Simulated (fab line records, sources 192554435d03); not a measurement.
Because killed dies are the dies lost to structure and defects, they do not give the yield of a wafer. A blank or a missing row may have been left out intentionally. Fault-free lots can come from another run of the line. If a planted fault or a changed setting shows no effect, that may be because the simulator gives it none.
Matching of chambers / flow n5 finfet / N5_BEOL_M9_CURE_71 on uv cure-03 has 3 sister chambers
The step cures SiCOH lowk, time 240 s. 3 wafers are shown with their chamber, then 7 later ones without.

EACH WAFER AND ITS CHAMBER
wafer=L076.6; chamber=1; wafer_temp_C_max=386.4
wafer=L078.6; chamber=2; wafer_temp_C_max=387.3
wafer=L081.4; chamber=0; wafer_temp_C_max=385.9

WAFERS WHOSE CHAMBER IS MISSING
wafer=L081.5; wafer_temp_C_max=386.0
wafer=L092.2; wafer_temp_C_max=386.5
wafer=L092.4; wafer_temp_C_max=386.0
wafer=L092.5; wafer_temp_C_max=386.1
wafer=L093.2; wafer_temp_C_max=387.6
wafer=L093.3; wafer_temp_C_max=388.2
wafer=L093.6; wafer_temp_C_max=387.8

THE CHAMBER EACH PASSED THROUGH
wafer=L081.5; from the rows above=can't be placed: 0 or 1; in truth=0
wafer=L092.2; from the rows above=can't be placed: 1 or 0 or 2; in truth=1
wafer=L092.4; from the rows above=can't be placed: 0 or 1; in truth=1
wafer=L092.5; from the rows above=can't be placed: 0 or 1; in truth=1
wafer=L093.2; from the rows above=2; in truth=2
wafer=L093.3; from the rows above=2; in truth=2
wafer=L093.6; from the rows above=2; in truth=2
3 of 7 placed correctly. From these rows, 4 cannot be placed; in 4 the true chamber is one of the candidates. Placed wrongly: 0.
How it was worked out, from the rows above alone: a wafer's distance from a chamber is the root of the sum, over the readings, of the square of ((its reading less the chamber's mean) divided by the reading's scatter). If the next closest chamber is less than 2 further off than the closest, the wafer can't be placed; otherwise it belongs to the closest. Each chamber's mean is taken over the wafers shown for it. The scatter (one wafer shown for each chamber): square how far every hidden wafer sits from the nearest shown wafer, average those squares and take the square root.
